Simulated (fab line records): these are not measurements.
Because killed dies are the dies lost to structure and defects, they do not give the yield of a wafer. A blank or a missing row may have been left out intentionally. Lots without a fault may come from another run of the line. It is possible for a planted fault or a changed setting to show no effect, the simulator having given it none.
Problem report, 8D (eight disciplines) form, completed by code    flow n5Finfet    the parts of the form that need people (team, actions taken, sign-off) are left out

1. PROBLEM STATEMENT
Wafers without a fault read 1704.1 rpm, standard deviation 1.1; spinSpeedRpm at N5_BEOL_M15_COAT_04 reads a mean of 2484.8 rpm on 6 wafers belonging to 2 lots. So: +99 or more standard deviations from the usual mean.
The step: resist thk 800 nm.
Seen first at day 14 18:13 on lithoTrack-05, wafer L705.2. The record has a number at this step for 33 wafers belonging to 11 lots. By rule, "out" or "out of limits" means more than 4 standard deviations away from the usual mean. Any other wafer with a number is counted as sound.

2. WHAT IT IS, WHAT IT ISN'T
question                     is                      is not
which readings at this step  spinSpeedRpm            exhaustPa
which lots                   L704, L705              L692, L694, L695, L696, L702, L706, L707, L711, L714
which wafers of those lots   all that have a number  -
read on which tools          lithoTrack-05           lithoTrack-01, lithoTrack-02
when                         from day 14 18:13       up to then (15 sound wafers); but 12 sound wafers of L706, L707, L711, L714 came after

3. THE SUSPECTS, EACH WITH WHAT RULES IT OUT
Counting: any tool at a process step up to the reading is kept as a suspect provided that every lot that is out went through it and no sound lot did after the first of them.
- pvdSputter-02 at N5_BEOL_M14_PRE_CLEAN_42 (time 30 s): ruled out as a lasting fault. After its first lot that is out, L705 (day 14 16:39), sound lots L706, L707 ran on it.
- rtpAnneal-02 at N5_BEOL_M14_ANNEAL_48 (time 90 s): ruled out as a lasting fault. After its first lot that is out, L705 (day 14 17:12), sound lots L711, L714 ran on it.
- lithoTrack-05 at N5_BEOL_M15_COAT_04 (resist thk 800 nm): kept. It processed each lot that is out, first L705 at day 14 18:13, and no sound lot thereafter; up to then, the last sound lot it processed was L695 at day 12 07:38. Its own readings are out on those wafers: spinSpeedRpm.
Left after counting: lithoTrack-05 at N5_BEOL_M15_COAT_04.

4. THE CAUSE (what the simulator had put in)
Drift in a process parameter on lithoTrack-05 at N5_BEOL_M15_COAT_04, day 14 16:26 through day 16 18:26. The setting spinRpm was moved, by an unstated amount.
Only this tool survived the counting.

5. THE EFFECT CHAIN, in route order
Each row: a reading where the mean over the struck wafers with a number is more than 3 standard deviations away from the usual. Only readings for which the record gives a usual standard deviation are gone through. hours: the time from each lot's start at the first step in this table that gives one to its start at this step, as a median over the lots. sigmas: the change in usual standard deviations.
hours  step                    reading       usual       on struck wafers  change  sigmas
0      N5_BEOL_M15_COAT_04     spinSpeedRpm  1704.1 rpm  2484.8            +780.7  +99 or more
0      N5_BEOL_M15_CD_MEAS_10  cdNm          360.4 nm    366.1             +5.7    +3.0
Process steps it contains:
- N5_BEOL_M15_COAT_04: resist thk 800 nm.

6. HOW IT WOULD HAVE BEEN CAUGHT EARLIER
The fault began at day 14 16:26; the first out-of-limits reading in this record came at day 14 18:13, 2 hours later.
